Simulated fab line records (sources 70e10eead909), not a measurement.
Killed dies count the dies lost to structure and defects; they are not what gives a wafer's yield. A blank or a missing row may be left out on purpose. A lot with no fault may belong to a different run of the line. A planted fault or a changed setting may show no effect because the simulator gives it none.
Matching of chambers :: flow nandHarc :: cmp-04 running NHARC_A_CHANNEL_FILL_D1_CMP_10: 4 sister chambers
The step polishes, target thk 150 nm. 8 wafers are shown with their chamber, then 12 later ones without.

WAFERS WITH THEIR CHAMBER
wafer: L084.3
chamber: 2
motorCurrentA (A): 13.7
timeToEndpointS (s): 12.7

wafer: L084.6
chamber: 0
motorCurrentA (A): 11.6
timeToEndpointS (s): 15.1

wafer: L086.2
chamber: 3
motorCurrentA (A): 9.4
timeToEndpointS (s): 13.8

wafer: L086.4
chamber: 2
motorCurrentA (A): 13.3
timeToEndpointS (s): 18.2

wafer: L086.6
chamber: 1
motorCurrentA (A): 13.4
timeToEndpointS (s): 15.0

wafer: L087.2
chamber: 0
motorCurrentA (A): 10.8
timeToEndpointS (s): 18.7

wafer: L087.3
chamber: 3
motorCurrentA (A): 9.1
timeToEndpointS (s): 16.7

wafer: L087.5
chamber: 1
motorCurrentA (A): 12.8
timeToEndpointS (s): 17.5

WAFERS WITH NO CHAMBER GIVEN
wafer: L089.2
motorCurrentA (A): 11.2
timeToEndpointS (s): 16.5

wafer: L089.3
motorCurrentA (A): 13.5
timeToEndpointS (s): 17.4

wafer: L089.4
motorCurrentA (A): 9.5
timeToEndpointS (s): 15.9

wafer: L092.1
motorCurrentA (A): 13.9
timeToEndpointS (s): 14.6

wafer: L092.3
motorCurrentA (A): 12.7
timeToEndpointS (s): 15.0

wafer: L092.6
motorCurrentA (A): 8.8
timeToEndpointS (s): 14.8

wafer: L093.1
motorCurrentA (A): 9.0
timeToEndpointS (s): 16.7

wafer: L093.4
motorCurrentA (A): 13.4
timeToEndpointS (s): 15.6

wafer: L093.6
motorCurrentA (A): 9.7
timeToEndpointS (s): 15.6

wafer: L095.1
motorCurrentA (A): 11.1
timeToEndpointS (s): 16.8

wafer: L095.3
motorCurrentA (A): 13.6
timeToEndpointS (s): 15.4

wafer: L095.5
motorCurrentA (A): 10.9
timeToEndpointS (s): 17.9

WHICH CHAMBER EACH WENT THROUGH
wafer: L089.2
from the rows above: 0
in truth: 0

wafer: L089.3
from the rows above: can't be placed: 2 or 1
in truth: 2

wafer: L089.4
from the rows above: 3
in truth: 3

wafer: L092.1
from the rows above: can't be placed: 2 or 1
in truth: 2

wafer: L092.3
from the rows above: can't be placed: 1 or 2
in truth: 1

wafer: L092.6
from the rows above: 3
in truth: 3

wafer: L093.1
from the rows above: 3
in truth: 3

wafer: L093.4
from the rows above: can't be placed: 2 or 1
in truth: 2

wafer: L093.6
from the rows above: 3
in truth: 3

wafer: L095.1
from the rows above: 0
in truth: 0

wafer: L095.3
from the rows above: can't be placed: 2 or 1
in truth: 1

wafer: L095.5
from the rows above: 0
in truth: 0
Correctly placed: 7 of 12. Cannot be placed on the basis of these rows: 5; the candidates contain the true chamber in 5. Placed wrongly: 0.
How it was worked out, from the rows above alone: a wafer's distance from a chamber is the root of the sum, over the readings, of the square of ((its reading less the chamber's mean) divided by the reading's scatter). If the next closest chamber is less than 2 further off than the closest, the wafer can't be placed; otherwise it belongs to the closest. Each chamber's mean is taken over the wafers shown for it. The scatter: the root of (the sum of the squares of (reading less its chamber's mean) over the shown wafers, divided by (wafers less chambers)).
